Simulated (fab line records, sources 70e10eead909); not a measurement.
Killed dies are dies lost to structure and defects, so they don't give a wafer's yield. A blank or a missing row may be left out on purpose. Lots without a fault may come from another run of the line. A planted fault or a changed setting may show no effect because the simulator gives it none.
fab line records | flow nand_harc | part 1 of 2: steps 1 to 31 of 41
record lots=5 wafers=15 last_day=23
route steps=1159 shown P_ZERO_WELL@28
lots that met no fault: from a run of the same line without faults
start_h: hours from the record's first day to the start of the lot's first wafer shown | wait_h: hours since the lot's step before | " the same as in the row above | L1.1+2: a row that stands for several wafers | - no value, or no start given | * or withheld: withheld | < > ~ a bound
route shown NAME@n: a module of which the file shows steps, and the number in the route of the first | usual: mean/standard deviation of fault-free wafers | same: alike in all rows | chamber/n: place in a boat | sites: the reading at each site | _std_site: their standard deviation | _edge_site: outer sites' mean less inner sites' | radius_mm: how far each site lies from the wafer's centre | mask NAME#n: copy n | behind: the tool/chamber that last shaped the wafer | hold: why the lot was held/for how many hours/how that ended | device: the transistor (n, p or np) that didn't switch | end of line: the same wafers' tests at the end of the route | a step without rows: its recipe alone | killed: dies lost to structure and defects at the first sort, not the wafer's yield | map: a wafer's dies, x killed, . not, _ none there
set.NAME: the setting as run; set.NAME@STEP: as run at that earlier step | model.NAME: the simulator's own value behind a step, which no gauge read
lots at some steps of the route; a table a step, a row a wafer
services: from which hour (start_h, from the record's first day; less than 0 if before it) a tool's chamber was out of use, for how many hours, and why
## steps
# step NHARC_P_ZERO_WELL_DEVELOP_23
# recipe time_s=70
# columns lot.wafer tool chamber start_h wait_h
L075.1+4+6 litho_track-03 0 - -
L081.2+3+5 litho_track-03 0 - -
L088.3+5+6 litho_track-03 0 - -
L092.2+5+6 litho_track-03 0 - -
L093.2+3+6 litho_track-07 0 - -
# step NHARC_P_ZERO_WELL_CD_MEAS_24
# recipe target_cd_nm=720 landing_energy_ev=500
# usual cd_nm=720.1/1.6
# columns lot.wafer tool chamber start_h wait_h cd_nm
L075.1 cd_sem-01 0 20.65 - 721.5
L075.4 " 0 " " 720.3
L075.6 " 0 " " 720.9
L081.2 cd_sem-01 0 56.54 - 719.9
L081.3 " 0 " " 717.7
L081.5 " 0 " " 719.1
L088.3 cd_sem-02 0 98.60 - 718.1
L088.5 " 0 " " 719.9
L088.6 " 0 " " 720.1
L092.2 cd_sem-03 0 122.66 - 720.5
L092.5 " 0 " " 718.5
L092.6 " 0 " " 718.3
L093.2 cd_sem-02 0 128.46 - 720.5
L093.3 " 0 " " 721.0
L093.6 " 0 " " 720.3
# step NHARC_P_ZERO_WELL_HARDBAKE_25
# recipe temp_c=125 time_s=80
# columns lot.wafer tool chamber start_h wait_h
L075.1+4+6 litho_track-05 0 20.73 -
L081.2+3+5 litho_track-05 0 56.62 -
L088.3+5+6 litho_track-05 0 98.68 -
L092.2+5+6 litho_track-07 0 122.74 -
L093.2+3+6 litho_track-03 0 128.54 -
# step NHARC_P_ZERO_WELL_DESCUM_26
# recipe time_s=3 o2_flow_sccm=200 ar_flow_sccm=0 bias_power_w=0 chemistry=O2
# usual drypump_motor_current_A=6.0/0.34 oes_product_au=1.003/0.0071 rf_vpp_V=57.8/0.94 showerhead_plenum_p_Torr=1.91/0.099 throttle_valve_pct=11.311/0.0091
# columns lot.wafer tool chamber start_h wait_h drypump_motor_current_A oes_product_au rf_hours_counter_h rf_vpp_V showerhead_plenum_p_Torr throttle_valve_pct
L075.1 rie_diel-08 1 20.82 - 6.3 1.006 4 57.3 2.05 11.317
L075.4 " 3 " " 6.2 0.998 4 59.0 2.07 11.295
L075.6 " 0 " " 5.7 0.998 - 55.8 1.82 11.306
L081.3 rie_diel-13 2 56.71 - 6.3 0.998 9 58.6 2.01 11.314
L081.2 " 0 " " 6.1 0.990 10 58.2 1.79 11.307
L081.5 " 1 " " 5.6 0.997 - 58.1 1.85 11.319
L088.3 rie_diel-13 1 98.78 - 5.6 1.011 13 58.0 1.85 11.306
L088.5 " 0 " " 6.1 1.010 - 58.7 1.79 11.299
L088.6 " 1 " " 5.6 1.007 - 58.6 1.85 11.308
L092.2 rie_diel-13 1 122.83 - 5.6 1.008 1 58.0 1.85 11.305
L092.5 " 0 " " 6.0 1.010 - 59.0 1.79 11.312
L092.6 " 1 " " 5.6 0.997 - 56.8 1.85 11.313
L093.2 rie_diel-11 2 128.63 - 5.8 1.011 4 57.5 1.86 11.310
L093.3 " 3 " " 6.4 0.999 5 58.2 1.94 11.299
L093.6 " 1 " " 5.5 0.997 - 58.6 2.03 11.328
# step NHARC_P_ZERO_WELL_IMPLANT_27
# recipe energy_kev=600 dose_cm2=1e+13 tilt_deg=7
# usual dose_ions_cm2=1.0001e+13/1e+10 faraday_current_uA=127.0/2.3
# columns lot.wafer tool chamber start_h wait_h dose_ions_cm2 faraday_current_uA
L075.1 implanter-02 0 20.95 0.1 1.0014e+13 126.9
L075.4 " 0 " " 9.999e+12 123.7
L075.6 " 0 " " 1.0003e+13 128.7
L081.2 implanter-01 0 56.88 0.1 1.0001e+13 125.7
L081.3 " 0 " " 1.0006e+13 127.3
L081.5 " 0 " " 1.0006e+13 129.4
L088.3 implanter-01 0 98.98 0.2 1.0017e+13 129.3
L088.5 " 0 " " 1.0002e+13 125.6
L088.6 " 0 " " 1.0013e+13 125.0
L092.2 implanter-01 0 123.00 0.2 9.98e+12 128.5
L092.5 " 0 " " 1.0003e+13 122.7
L092.6 " 0 " " 9.987e+12 124.7
L093.2 implanter-01 0 128.79 0.2 9.977e+12 131.4
L093.3 " 0 " " 9.993e+12 127.3
L093.6 " 0 " " 1.0002e+13 130.1
# step NHARC_P_ZERO_WELL_IMPLANT_57
# recipe energy_kev=250 dose_cm2=4e+12 tilt_deg=7
# usual dose_ions_cm2=4e+12/3.7e+09 faraday_current_uA=50.6/1.1
# columns lot.wafer tool chamber start_h wait_h dose_ions_cm2 faraday_current_uA
L075.1 implanter-02 0 21.13 0.2 3.999e+12 52.1
L075.4 " 0 " " 4.001e+12 52.1
L075.6 " 0 " " 4.01e+12 49.6
L081.2 implanter-01 0 57.06 0.2 4e+12 51.4
L081.3 " 0 " " 4.006e+12 50.4
L081.5 " 0 " " 4.001e+12 50.2
L088.3 implanter-01 0 99.16 0.1 3.996e+12 48.9
L088.5 " 0 " " 3.996e+12 51.3
L088.6 " 0 " " 3.999e+12 50.8
L092.2 implanter-01 0 123.18 0.1 3.998e+12 51.3
L092.5 " 0 " " 3.999e+12 51.5
L092.6 " 0 " " 3.998e+12 49.5
L093.2 implanter-01 0 128.97 0.1 4.002e+12 50.2
L093.3 " 0 " " 4.005e+12 49.5
L093.6 " 0 " " 3.999e+12 51.1
# step NHARC_P_ZERO_WELL_IMPLANT_58
# recipe energy_kev=100 dose_cm2=2e+12 tilt_deg=7
# usual dose_ions_cm2=1.9999e+12/2e+09 faraday_current_uA=25.4/0.49
# columns lot.wafer tool chamber start_h wait_h dose_ions_cm2 faraday_current_uA
L075.1 implanter-02 0 21.31 0.2 2.0033e+12 25.6
L075.4 " 0 " " 1.9984e+12 25.1
L075.6 " 0 " " 2.0001e+12 24.8
L081.2 implanter-01 0 57.24 0.2 2.001e+12 25.1
L081.3 " 0 " " 2.0017e+12 24.6
L081.5 " 0 " " 2.0018e+12 25.4
L088.3 implanter-01 0 99.34 0.2 1.9966e+12 25.4
L088.5 " 0 " " 2.0025e+12 25.7
L088.6 " 0 " " 2.0025e+12 25.5
L092.2 implanter-01 0 123.35 0.1 1.9993e+12 25.1
L092.5 " 0 " " 1.9996e+12 25.2
L092.6 " 0 " " 2.0002e+12 25.4
L093.2 implanter-01 0 129.15 0.1 1.9983e+12 25.9
L093.3 " 0 " " 1.9982e+12 24.5
L093.6 " 0 " " 2.0002e+12 24.9
# step NHARC_P_ZERO_WELL_STRIP_28
# recipe time_s=840 temp_c=130 chemistry=SPM
# usual bath_heat_duty_pct=15.1/1.4
# columns lot.wafer tool chamber start_h wait_h bath_heat_duty_pct
L075.6 wet_bench-09 5 21.53 0.0 13.4
L075.4 " 6 " " 16.8
L075.1 " 0 " " 17.8
L081.2 wet_bench-09 5 57.42 0.2 14.4
L081.5 " 0 " " 17.5
L081.3 " 1 " " 17.0
L088.6 wet_bench-09 3 99.49 0.0 13.8
L088.5 " 4 " " 16.7
L088.3 " 5 " " 15.0
L092.2 wet_bench-06 7 123.54 0.2 14.5
L092.6 " 0 " " 13.7
L092.5 " 3 " " 15.8
L093.6 wet_bench-09 4 129.34 0.0 16.1
L093.3 " 5 " " 14.4
L093.2 " 0 " " 17.0
# step NHARC_P_ZERO_WELL_DEHYDRATE_29
# recipe temp_c=150 time_s=120
# columns lot.wafer tool chamber start_h wait_h
L075.1+4+6 litho_track-07 0 21.87 -
L081.2+3+5 litho_track-07 0 57.75 -
L088.3+5+6 litho_track-07 0 99.83 -
L092.2+5+6 litho_track-03 0 123.87 -
L093.2+3+6 litho_track-07 0 129.67 -
# step NHARC_P_ZERO_WELL_HMDS_30
# recipe time_s=30
# columns lot.wafer tool chamber start_h wait_h
L075.1+4+6 litho_track-07 0 - -
L081.2+3+5 litho_track-07 0 - -
L088.3+5+6 litho_track-07 0 - -
L092.2+5+6 litho_track-03 0 - -
L093.2+3+6 litho_track-07 0 - -
# step NHARC_P_ZERO_WELL_COAT_31
# recipe spin_rpm=withheld
# columns lot.wafer tool chamber start_h wait_h
L075.1+4+6 litho_track-07 0 - -
L081.2+3+5 litho_track-07 0 - -
L088.3+5+6 litho_track-07 0 - -
L092.2+5+6 litho_track-03 0 - -
L093.2+3+6 litho_track-07 0 - -
# step NHARC_P_ZERO_WELL_SOFTBAKE_32
# recipe temp_c=122 time_s=95
# columns lot.wafer tool chamber start_h wait_h
L075.1+4+6 litho_track-07 0 - -
L081.2+3+5 litho_track-07 0 - -
L088.3+5+6 litho_track-07 0 - -
L092.2+5+6 litho_track-03 0 - -
L093.2+3+6 litho_track-07 0 - -
# step NHARC_P_ZERO_WELL_EBR_33
# columns lot.wafer tool chamber start_h wait_h
L075.1+4+6 litho_track-07 0 - -
L081.2+3+5 litho_track-07 0 - -
L088.3+5+6 litho_track-07 0 - -
L092.2+5+6 litho_track-03 0 - -
L093.2+3+6 litho_track-07 0 - -
# step NHARC_P_ZERO_WELL_EXPOSE_34
# recipe na=0.6 target_cd_nm=720 dose_mj=22.31 mask_id=P_PWELL
# usual stage_vel_mm_s=499.97/0.22
# same na=0.6
# columns lot.wafer tool chamber start_h wait_h mask stage_vel_mm_s
L075.1 krf_scanner-03 0 22.02 - P_PWELL#0 499.92
L075.4 " 0 " " P_PWELL#0 499.99
L075.6 " 0 " " P_PWELL#0 499.49
L081.2 krf_scanner-02 0 58.03 - P_PWELL#0 499.66
L081.3 " 0 " " P_PWELL#0 499.69
L081.5 " 0 " " P_PWELL#0 499.59
L088.3 krf_scanner-04 0 99.98 - P_PWELL#0 500.05
L088.5 " 0 " " P_PWELL#0 500.09
L088.6 " 0 " " P_PWELL#0 500.01
L092.2 krf_scanner-02 0 124.15 - P_PWELL#0 499.76
L092.5 " 0 " " P_PWELL#0 499.83
L092.6 " 0 " " P_PWELL#0 500.18
L093.2 krf_scanner-03 0 129.95 - P_PWELL#0 499.64
L093.3 " 0 " " P_PWELL#0 499.70
L093.6 " 0 " " P_PWELL#0 499.79
# step NHARC_P_ZERO_WELL_PEB_35
# recipe peb_temp_c=118 peb_time_s=85
# columns lot.wafer tool chamber start_h wait_h
L075.1+4+6 litho_track-07 0 22.08 0.1
L081.2+3+5 litho_track-03 0 58.09 0.1
L088.3+5+6 litho_track-03 0 100.04 0.1
L092.2+5+6 litho_track-07 0 124.21 0.1
L093.2+3+6 litho_track-03 0 130.01 0.1
# step NHARC_P_ZERO_WELL_DEVELOP_36
# recipe time_s=70
# columns lot.wafer tool chamber start_h wait_h
L075.1+4+6 litho_track-07 0 - -
L081.2+3+5 litho_track-03 0 - -
L088.3+5+6 litho_track-03 0 - -
L092.2+5+6 litho_track-07 0 - -
L093.2+3+6 litho_track-03 0 - -
# step NHARC_P_ZERO_WELL_CD_MEAS_37
# recipe target_cd_nm=720 landing_energy_ev=500
# usual cd_nm=719.8/1.4
# columns lot.wafer tool chamber start_h wait_h cd_nm
L075.1 cd_sem-02 0 22.17 - 719.0
L075.4 " 0 " " 720.7
L075.6 " 0 " " 721.3
L081.2 cd_sem-01 0 58.19 - 721.0
L081.3 " 0 " " 719.7
L081.5 " 0 " " 718.4
L088.3 cd_sem-02 0 100.13 - 718.1
L088.5 " 0 " " 718.0
L088.6 " 0 " " 718.2
L092.2 cd_sem-01 0 124.30 - 720.1
L092.5 " 0 " " 720.5
L092.6 " 0 " " 719.2
L093.2 cd_sem-02 0 130.11 - 719.8
L093.3 " 0 " " 720.3
L093.6 " 0 " " 719.9
# step NHARC_P_ZERO_WELL_HARDBAKE_38
# recipe temp_c=125 time_s=80
# columns lot.wafer tool chamber start_h wait_h
L075.1+4+6 litho_track-03 0 22.25 -
L081.2+3+5 litho_track-03 0 58.27 -
L088.3+5+6 litho_track-07 0 100.21 -
L092.2+5+6 litho_track-07 0 124.38 -
L093.2+3+6 litho_track-05 0 130.19 -
# step NHARC_P_ZERO_WELL_DESCUM_39
# recipe time_s=3 o2_flow_sccm=200 ar_flow_sccm=0 bias_power_w=0 chemistry=O2
# usual drypump_motor_current_A=6.0/0.33 oes_product_au=1.002/0.0073 rf_vpp_V=57.8/0.98 showerhead_plenum_p_Torr=1.92/0.1 throttle_valve_pct=11.312/0.008
# columns lot.wafer tool chamber start_h wait_h drypump_motor_current_A oes_product_au rf_hours_counter_h rf_vpp_V showerhead_plenum_p_Torr throttle_valve_pct
L075.4 rie_diel-11 1 22.33 - 5.5 0.999 0 59.3 2.03 11.308
L075.1 " 2 " " 5.8 0.997 0 56.9 1.86 11.304
L075.6 " 2 " " 5.9 1.001 - 57.8 1.86 11.305
L081.2 rie_diel-08 0 58.36 - 5.7 0.998 7 55.2 1.82 11.303
L081.3 " 2 " " 5.6 1.008 6 56.2 1.81 11.314
L081.5 " 0 " " 5.8 0.999 - 57.5 1.82 11.308
L088.3 rie_diel-08 0 100.33 - 5.7 0.996 11 57.5 1.82 11.314
L088.6 " 1 " " 6.3 1.001 - 60.1 2.05 11.316
L088.5 " 2 " " 5.6 1.009 - 56.1 1.81 11.320
L092.2 rie_diel-08 0 124.47 - 5.7 1.003 13 57.5 1.82 11.324
L092.5 " 3 " " 6.2 1.004 - 58.8 2.07 11.313
L092.6 " 0 " " 5.8 0.997 - 56.0 1.82 11.313
L093.3 rie_diel-13 3 130.27 - 6.6 0.998 1 58.1 1.93 11.298
L093.2 " 0 " " 6.0 0.993 1 57.2 1.79 11.308
L093.6 " 0 " " 6.0 1.001 - 57.0 1.79 11.315
# step NHARC_P_ZERO_WELL_IMPLANT_40
# recipe energy_kev=300 dose_cm2=1e+13 tilt_deg=7
# usual dose_ions_cm2=9.999e+12/1.1e+10 faraday_current_uA=127.2/2.6
# columns lot.wafer tool chamber start_h wait_h dose_ions_cm2 faraday_current_uA
L075.1 implanter-02 0 22.48 0.1 1.0009e+13 128.0
L075.4 " 0 " " 9.997e+12 128.3
L075.6 " 0 " " 9.998e+12 125.1
L081.2 implanter-01 0 58.52 0.2 9.979e+12 131.5
L081.3 " 0 " " 9.975e+12 122.2
L081.5 " 0 " " 9.971e+12 126.4
L088.3 implanter-02 0 100.49 0.2 9.996e+12 129.7
L088.5 " 0 " " 1.0002e+13 126.3
L088.6 " 0 " " 1.0005e+13 124.6
L092.2 implanter-02 0 124.64 0.2 9.997e+12 124.4
L092.5 " 0 " " 9.99e+12 128.4
L092.6 " 0 " " 1.0009e+13 129.0
L093.2 implanter-02 0 130.44 0.2 1.0011e+13 125.0
L093.3 " 0 " " 1.0005e+13 125.9
L093.6 " 0 " " 1.0005e+13 125.4
# step NHARC_P_ZERO_WELL_IMPLANT_59
# recipe energy_kev=120 dose_cm2=5e+12 tilt_deg=7
# usual dose_ions_cm2=5.001e+12/6.1e+09 faraday_current_uA=63.3/1.2
# columns lot.wafer tool chamber start_h wait_h dose_ions_cm2 faraday_current_uA
L075.1 implanter-02 0 22.66 0.2 4.998e+12 63.1
L075.4 " 0 " " 5.001e+12 63.2
L075.6 " 0 " " 4.993e+12 61.3
L081.2 implanter-01 0 58.70 0.1 5.01e+12 64.0
L081.3 " 0 " " 5.001e+12 64.8
L081.5 " 0 " " 5.005e+12 63.7
L088.3 implanter-02 0 100.67 0.1 5.003e+12 63.5
L088.5 " 0 " " 5.008e+12 62.7
L088.6 " 0 " " 5e+12 63.8
L092.2 implanter-02 0 124.82 0.2 4.996e+12 65.1
L092.5 " 0 " " 5.013e+12 61.8
L092.6 " 0 " " 5.003e+12 63.7
L093.2 implanter-02 0 130.62 0.2 5.005e+12 62.8
L093.3 " 0 " " 5.003e+12 61.7
L093.6 " 0 " " 5.004e+12 64.5
# step NHARC_P_ZERO_WELL_IMPLANT_60
# recipe energy_kev=30 dose_cm2=2e+12 tilt_deg=7
# usual dose_ions_cm2=2e+12/2.1e+09 faraday_current_uA=25.4/0.54
# columns lot.wafer tool chamber start_h wait_h dose_ions_cm2 faraday_current_uA
L075.1 implanter-02 0 22.84 0.1 1.9974e+12 25.7
L075.4 " 0 " " 2.0001e+12 26.4
L075.6 " 0 " " 1.9969e+12 25.5
L081.2 implanter-01 0 58.88 0.1 1.9989e+12 26.0
L081.3 " 0 " " 2.0008e+12 24.3
L081.5 " 0 " " 2e+12 25.4
L088.3 implanter-02 0 100.85 0.1 1.9977e+12 24.9
L088.5 " 0 " " 1.9974e+12 25.1
L088.6 " 0 " " 1.9964e+12 25.3
L092.2 implanter-02 0 125.00 0.1 1.9997e+12 25.9
L092.5 " 0 " " 1.9984e+12 25.5
L092.6 " 0 " " 1.9988e+12 24.5
L093.2 implanter-02 0 130.81 0.2 2.0024e+12 25.2
L093.3 " 0 " " 2.0033e+12 25.4
L093.6 " 0 " " 2.0031e+12 25.1
# step NHARC_P_ZERO_WELL_STRIP_41
# recipe time_s=840 temp_c=130 chemistry=SPM
# usual bath_heat_duty_pct=14.7/1.4
# columns lot.wafer tool chamber start_h wait_h bath_heat_duty_pct
L075.4 wet_bench-02 0 23.05 0.1 15.4
L075.6 " 1 " " 16.2
L075.1 " 3 " " 14.2
L081.3 wet_bench-06 4 59.08 0.1 15.1
L081.5 " 5 " " 14.7
L081.2 " 7 " " 14.4
L088.5 wet_bench-02 1 101.02 0.1 16.8
L088.3 " 4 " " 12.2
L088.6 " 5 " " 14.4
L092.2 wet_bench-06 5 125.20 0.2 14.7
L092.5 " 6 " " 15.0
L092.6 " 0 " " 13.7
L093.2 wet_bench-09 5 131.01 0.2 14.6
L093.3 " 6 " " 16.7
L093.6 " 0 " " 17.2
# step NHARC_P_ZERO_WELL_DEHYDRATE_44
# recipe temp_c=150 time_s=120
# columns lot.wafer tool chamber start_h wait_h
L075.1+4+6 litho_track-07 0 23.39 -
L081.2+3+5 litho_track-03 0 59.40 -
L088.3+5+6 litho_track-03 0 101.39 -
L092.2+5+6 litho_track-05 0 125.51 -
L093.2+3+6 litho_track-03 0 131.32 -
# step NHARC_P_ZERO_WELL_HMDS_45
# recipe time_s=30
# columns lot.wafer tool chamber start_h wait_h
L075.1+4+6 litho_track-07 0 - -
L081.2+3+5 litho_track-03 0 - -
L088.3+5+6 litho_track-03 0 - -
L092.2+5+6 litho_track-05 0 - -
L093.2+3+6 litho_track-03 0 - -
# step NHARC_P_ZERO_WELL_COAT_46
# recipe spin_rpm=withheld
# columns lot.wafer tool chamber start_h wait_h
L075.1+4+6 litho_track-07 0 - -
L081.2+3+5 litho_track-03 0 - -
L088.3+5+6 litho_track-03 0 - -
L092.2+5+6 litho_track-05 0 - -
L093.2+3+6 litho_track-03 0 - -
# step NHARC_P_ZERO_WELL_SOFTBAKE_47
# recipe temp_c=122 time_s=95
# columns lot.wafer tool chamber start_h wait_h
L075.1+4+6 litho_track-07 0 - -
L081.2+3+5 litho_track-03 0 - -
L088.3+5+6 litho_track-03 0 - -
L092.2+5+6 litho_track-05 0 - -
L093.2+3+6 litho_track-03 0 - -
# step NHARC_P_ZERO_WELL_EBR_48
# columns lot.wafer tool chamber start_h wait_h
L075.1+4+6 litho_track-07 0 - -
L081.2+3+5 litho_track-03 0 - -
L088.3+5+6 litho_track-03 0 - -
L092.2+5+6 litho_track-05 0 - -
L093.2+3+6 litho_track-03 0 - -
# step NHARC_P_ZERO_WELL_EXPOSE_49
# recipe na=0.6 target_cd_nm=2000 dose_mj=22.64 mask_id=P_HVPW
# usual stage_vel_mm_s=500.00/0.28
# same na=0.6
# columns lot.wafer tool chamber start_h wait_h mask stage_vel_mm_s
L075.1 krf_scanner-02 0 23.66 - P_HVPW#0 499.73
L075.4 " 0 " " P_HVPW#0 499.49
L075.6 " 0 " " P_HVPW#0 499.88
L081.2 krf_scanner-04 0 59.67 - P_HVPW#0 499.98
L081.3 " 0 " " P_HVPW#0 499.87
L081.5 " 0 " " P_HVPW#0 499.85
L088.3 krf_scanner-03 0 101.54 - P_HVPW#0 500.41
L088.5 " 0 " " P_HVPW#0 500.42
L088.6 " 0 " " P_HVPW#0 499.91
L092.2 krf_scanner-04 0 125.79 - P_HVPW#0 500.33
L092.5 " 0 " " P_HVPW#0 500.20
L092.6 " 0 " " P_HVPW#0 499.99
L093.2 krf_scanner-04 0 131.47 - P_HVPW#0 499.85
L093.3 " 0 " " P_HVPW#0 499.84
L093.6 " 0 " " P_HVPW#0 500.00
# step NHARC_P_ZERO_WELL_PEB_50
# recipe peb_temp_c=118 peb_time_s=85
# columns lot.wafer tool chamber start_h wait_h
L075.1+4+6 litho_track-03 0 23.73 0.1
L081.2+3+5 litho_track-03 0 59.74 0.1
L088.3+5+6 litho_track-05 0 101.60 0.1
L092.2+5+6 litho_track-05 0 125.85 0.1
L093.2+3+6 litho_track-05 0 131.53 0.1
# step NHARC_P_ZERO_WELL_DEVELOP_51
# recipe time_s=70
# columns lot.wafer tool chamber start_h wait_h
L075.1+4+6 litho_track-03 0 - -
L081.2+3+5 litho_track-03 0 - -
L088.3+5+6 litho_track-05 0 - -
L092.2+5+6 litho_track-05 0 - -
L093.2+3+6 litho_track-05 0 - -
